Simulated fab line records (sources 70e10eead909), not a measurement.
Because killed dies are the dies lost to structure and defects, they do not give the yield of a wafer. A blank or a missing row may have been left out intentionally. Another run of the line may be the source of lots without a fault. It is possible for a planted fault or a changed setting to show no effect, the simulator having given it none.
Which tool did it? / flow nand harc / 36 wafers from 12 lots sampled at 2 of the route's 1159 steps

WHAT EACH GAUGE READ, for each wafer
NHARC_A_ONON_D1_THK_MEAS_11: measures by ellipsometry.
lot=L074; measured=day 8 03:16; on=film metro-01; thk nm (nm)=998 998 998
lot=L077; measured=day 8 03:17; on=film metro-02; thk nm (nm)=994 996 995
lot=L078; measured=day 8 13:10; on=film metro-01; thk nm (nm)=993 993 993
lot=L081; measured=day 9 21:52; on=film metro-01; thk nm (nm)=996 996 996
lot=L083; measured=day 9 22:01; on=film metro-01; thk nm (nm)=982 983 983
lot=L089; measured=day 10 20:27; on=film metro-02; thk nm (nm)=989 988 988
lot=L085; measured=day 10 20:26; on=film metro-01; thk nm (nm)=998 998 998
lot=L087; measured=day 11 04:51; on=film metro-02; thk nm (nm)=1011 1011 1011
lot=L091; measured=day 11 21:47; on=film metro-01; thk nm (nm)=994 995 995
lot=L094; measured=day 12 08:20; on=film metro-01; thk nm (nm)=1005 1006 1006
lot=L095; measured=day 12 18:36; on=film metro-02; thk nm (nm)=1002 1000 999
lot=L097; measured=day 13 15:33; on=film metro-02; thk nm (nm)=1018 1018 1018

WHICH TOOL RAN EACH LOT (tool, then ch and the chambers of the sampled wafers, then the start)
lot=L074; NHARC_P_BONDPAD_ANNEAL_28=rtp anneal-02 ch 0, day 6 22:52
lot=L077; NHARC_P_BONDPAD_ANNEAL_28=rtp anneal-01 ch 0, day 7 04:23
lot=L078; NHARC_P_BONDPAD_ANNEAL_28=rtp anneal-01 ch 0, day 7 11:19
lot=L081; NHARC_P_BONDPAD_ANNEAL_28=rtp anneal-02 ch 0, day 8 14:34
lot=L083; NHARC_P_BONDPAD_ANNEAL_28=rtp anneal-01 ch 0, day 8 16:35
lot=L089; NHARC_P_BONDPAD_ANNEAL_28=rtp anneal-02 ch 0, day 9 18:35
lot=L085; NHARC_P_BONDPAD_ANNEAL_28=rtp anneal-02 ch 0, day 9 21:08
lot=L087; NHARC_P_BONDPAD_ANNEAL_28=rtp anneal-02 ch 0, day 10 02:27
lot=L091; NHARC_P_BONDPAD_ANNEAL_28=rtp anneal-01 ch 0, day 10 15:46
lot=L094; NHARC_P_BONDPAD_ANNEAL_28=rtp anneal-01 ch 0, day 11 02:13
lot=L095; NHARC_P_BONDPAD_ANNEAL_28=rtp anneal-01 ch 0, day 11 16:07
lot=L097; NHARC_P_BONDPAD_ANNEAL_28=rtp anneal-02 ch 0, day 12 08:53
- NHARC_P_BONDPAD_ANNEAL_28: time 90 s.

THE ANSWER, worked out from the rows above alone
Rule: the lots themselves supply what counts as usual. Put in order of their means at a reading, lots are off if they are a third of the lots or fewer, leave a main group of 4 or more, and stand apart from it by a gap of 3 or more times the standard deviation of the main group's means; of several such gaps the widest counts. A main group whose means are all the same, to the digits that the tables above print for the reading, isn't used. A lot without any number at a reading at which 4 lots or more have one is off too. All remaining lots with rows at the step are treated as sound.
No lot is off at any reading shown: from this, nothing can be told.

WHAT HAD BEEN PUT IN BY THE SIMULATOR
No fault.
